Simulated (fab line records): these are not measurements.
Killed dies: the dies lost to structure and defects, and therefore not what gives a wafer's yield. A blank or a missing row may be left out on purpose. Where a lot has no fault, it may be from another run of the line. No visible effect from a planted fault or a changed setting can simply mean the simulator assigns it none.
Chamber matching | flow nand harc | 4 sister chambers for NHARC_P_GATE_DESCUM_61 on rie diel-13
The step chemistry O2, time 3 s. 22 wafers are shown with their chamber, then 11 later ones without.

WAFERS PAIRED WITH THEIR CHAMBERS
wafer  | chamber | drypump motor current A (A) | showerhead plenum p Torr (Torr) | oes product au (a.u.)
L074.3 | 3       | 6.2                         | 1.86                            | 1.043
L074.5 | 3       | 6.2                         | 1.86                            | 1.031
L074.6 | 2       | 6.6                         | 2.01                            | 1.028
L079.1 | 2       | 6.6                         | 2.01                            | 1.016
L079.2 | 1       | 4.9                         | 2.04                            | 0.999
L079.6 | 3       | 6.2                         | 1.86                            | 1.020
L081.4 | 0       | 5.7                         | 1.91                            | 1.008
L081.5 | 3       | 6.3                         | 1.86                            | 1.023
L081.6 | 2       | 6.6                         | 2.01                            | 1.031
L082.2 | 3       | 6.2                         | 1.86                            | 1.020
L082.4 | 0       | 5.7                         | 1.91                            | 0.996
L082.6 | 0       | 5.7                         | 1.91                            | 1.002
L083.1 | 3       | 6.3                         | 1.86                            | 1.014
L083.2 | 2       | 6.6                         | 2.01                            | 1.017
L083.4 | 1       | 4.9                         | 2.04                            | 0.996
L087.1 | 0       | 5.7                         | 1.90                            | 0.999
L087.3 | 3       | 6.2                         | 1.86                            | 1.017
L087.4 | 0       | 5.7                         | 1.90                            | 1.004
L091.1 | 1       | 4.9                         | 2.03                            | 1.011
L091.2 | 0       | 5.7                         | 1.90                            | 1.004
L091.3 | 3       | 6.2                         | 1.86                            | 1.024
L092.2 | 1       | 4.9                         | 2.03                            | 1.021

SIGNATURES, as means of the wafers listed above
reading                  | chamber 0 | chamber 1 | chamber 2 | chamber 3 | scatter within a chamber
drypump motor current A  | 5.700     | 4.900     | 6.600     | 6.225     | 0.0289
showerhead plenum p Torr | 1.9050    | 2.0350    | 2.0100    | 1.8600    | 0.00373
oes product au           | 1.00217   | 1.00675   | 1.02300   | 1.02400   | 0.00834
Rule: distance of a wafer from a chamber = root of the sum over the readings of ((wafer's reading minus chamber's mean) / reading's scatter) squared. The wafer belongs to the nearest chamber; if the next one is less than 2 further off, it can't be placed. How the scatter is found: for the shown wafers, subtract from each reading the mean of its chamber, square and add these, divide the total by (wafers less chambers), then take the root.

WAFERS WITH NO CHAMBER GIVEN
wafer  | drypump motor current A (A) | showerhead plenum p Torr (Torr) | oes product au (a.u.)
L092.4 | 5.7                         | 1.90                            | 1.011
L092.6 | 6.3                         | 1.86                            | 1.025
L095.2 | 6.2                         | 1.86                            | 1.015
L095.3 | 5.7                         | 1.90                            | 1.006
L095.6 | 5.7                         | 1.90                            | 1.001
L097.1 | 5.7                         | 1.90                            | 1.012
L097.2 | 6.2                         | 1.86                            | 1.020
L097.3 | 4.9                         | 2.03                            | 1.013
L097.4 | 6.5                         | 2.01                            | 1.019
L097.5 | 4.9                         | 2.03                            | 1.018
L097.6 | 5.7                         | 1.90                            | 1.010

WHICH CHAMBER EACH ONE RAN IN
wafer  | from the rows above | in truth
L092.4 | 0                   | 0
L092.6 | 3                   | 3
L095.2 | 3                   | 3
L095.3 | 0                   | 0
L095.6 | 0                   | 0
L097.1 | 0                   | 0
L097.2 | 3                   | 3
L097.3 | 1                   | 1
L097.4 | 2                   | 2
L097.5 | 1                   | 1
L097.6 | 0                   | 0
Correct placement for 11 of the 11. Can't be placed from these rows: 0. Wrongly placed: 0.
